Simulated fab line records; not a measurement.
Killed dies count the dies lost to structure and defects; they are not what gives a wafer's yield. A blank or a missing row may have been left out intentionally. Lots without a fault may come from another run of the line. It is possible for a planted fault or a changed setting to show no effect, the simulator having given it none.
Comparing a struck lot with a sound one + flow n5-finfet + 35 steps out of a route of 1938
Sound: the wafers L358.1, L358.4, L358.5. The struck wafers were L369.2, L369.4, L369.5. Last of all comes the cause.
Order at every step that has rows: each side's tool, ch and its chambers, its first start. Under that, the readings that differ: sound wafers + struck wafers + difference of the means + sigmas: that difference in standard deviations of wafers without a fault.
alike: same words and numbers on both sides, and readings whose means sit less than 2 such deviations apart. not compared: any withheld reading, any reading some wafer has no value for, any bound like >300 that may hide the same value, and any number with overlapping values for which the record gives no deviation.
Wherever a step has rows on one side only, a row that says differs or no value, or a row with sigmas, the two part there. Non-overlapping numbers with no deviation appear without sigmas and do not part them. A reading that every wafer of one side lacks parts them only if that side has two wafers or more.

first, 8 steps without rows for these wafers: N5_BEOL_M10_SPUTTER_48 (material Cu, target thk 12 nm, time 2 s); N5_BEOL_M10_ECD_50 (material Cu, target thk 318 nm); N5_BEOL_M10_ANNEAL_51 (time 90 s); N5_BEOL_M10_CMP_52 (polishes, stops on SiCOH lowk, t overpolish 7 s, target thk 140 nm); N5_BEOL_M10_PRE_CLEAN_55 (time 15 s); N5_BEOL_M10_DEP_56 (deposits SiCN from 3MS/NH3, target thk 15 nm, time 26.5 s); N5_BEOL_M11_ILD_DEP_00 (deposits SiCOH lowk from DEMS/porogen, target thk 308.51 nm, time 58 s); N5_BEOL_M11_CURE_71 (cures SiCOH lowk, time 240 s).
N5_BEOL_M11_PECVD_70: deposits SiO2 from TEOS/O2, target thk 20 nm, time 22.7 s.
  sound on pecvd-03 ch 0,1,2, day 12 06:10; struck on pecvd-02 ch 0,1,2, day 14 22:45
| reading                                     | sound                | struck               | difference | sigmas |
|---------------------------------------------|----------------------|----------------------|------------|--------|
| susceptor-temp-C (C)                        | 400.17 400.16 400.04 | 415.90 416.20 416.22 | +15.98     | +69    |
| model.SiO2_of_BEOL_M11_PECVD_70.thk-nm (nm) | 20 20 20.4           | 17.8 18 18.2         | -2.1       |        |
  alike: heater-power-w, showerhead-plenum-p-Torr, showerhead-vpp-V, throttle-valve-pct
then, 24 steps without rows for these wafers: N5_BEOL_M11_HM_DEP_02 (deposits TiN, target thk 20 nm); N5_BEOL_M11_COAT_59 (time 60 s, resist thk 100 nm); N5_BEOL_M11_COAT_60 (time 60 s, resist thk 30 nm); N5_BEOL_M11_COAT_05 (resist thk 90 nm); N5_BEOL_M11_EBR_07; N5_BEOL_M11_SOFTBAKE_06 (time 60 s); N5_BEOL_M11_EXPOSE_08 (exposes mask M11); N5_BEOL_M11_PEB_09 (peb time 60 s); N5_BEOL_M11_DEVELOP_10 (develop time 30 s); N5_BEOL_M11_DESCUM_16 (chemistry O2, time 7.9 s); N5_BEOL_M11_ETCH_61 (etches SiARC in CF4, target depth 39 nm, time 65 s); N5_BEOL_M11_ETCH_62 (etches SOC in N2/H2, target depth 110 nm, overetch 22 nm, time 165 s); N5_BEOL_M11_STRIP_68 (strips in N2/H2); N5_BEOL_M11_STRIP_67 (strips in CF4); N5_BEOL_M11_HM_OPEN_17 (chemistry Cl2/BCl3, target TiN, target depth 20 nm, overetch 6 nm); N5_BEOL_M11_STRIP_19 (strips in O2); N5_BEOL_M11_COAT_63 (time 60 s, resist thk 100 nm); N5_BEOL_M11_COAT_64 (time 60 s, resist thk 30 nm); N5_BEOL_M11_COAT_22 (resist thk 90 nm); N5_BEOL_M11_EBR_24; N5_BEOL_M11_SOFTBAKE_23 (time 60 s); N5_BEOL_M11_EXPOSE_25 (exposes mask V10); N5_BEOL_M11_PEB_26 (peb time 60 s); N5_BEOL_M11_DEVELOP_27 (develop time 30 s).
N5_BEOL_M11_HM_STRIP_39: strips TiN in peroxide tin strip, target depth 25 nm, time 158 s.
  sound on wet-bench-01 ch 0,3,4, day 12 09:37; struck on wet-bench-01 ch 0,5,6, day 15 04:04
| reading                                     | sound        | struck     | difference | sigmas |
|---------------------------------------------|--------------|------------|------------|--------|
| model.SiO2_of_BEOL_M11_PECVD_70.thk-nm (nm) | 19.8 20 20.2 | 17.6 18 18 | -2.1       |        |
N5_BEOL_M11_CMP_52: polishes, stops on SiCOH lowk, t overpolish 7 s, target thk 140 nm.
  sound on cmp-03 ch 0,2,3, day 12 12:35; struck on cmp-03 ch 0,3, day 15 06:26
| reading                      | sound          | struck         | difference | sigmas |
|------------------------------|----------------|----------------|------------|--------|
| barrier-field-endpoint-s (s) | 28.1 29.0 28.3 | 25.0 26.2 25.9 | -2.8       | -3     |
  alike: motor-current-A
  not compared: pad-life-wafers

WHERE THEY PART
First at N5_BEOL_M11_PECVD_70; last, within this record, at N5_BEOL_M11_CMP_52.

WHY: whatever the simulator had introduced
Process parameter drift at N5_BEOL_M11_PECVD_70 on pecvd-02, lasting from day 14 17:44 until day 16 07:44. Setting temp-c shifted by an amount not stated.
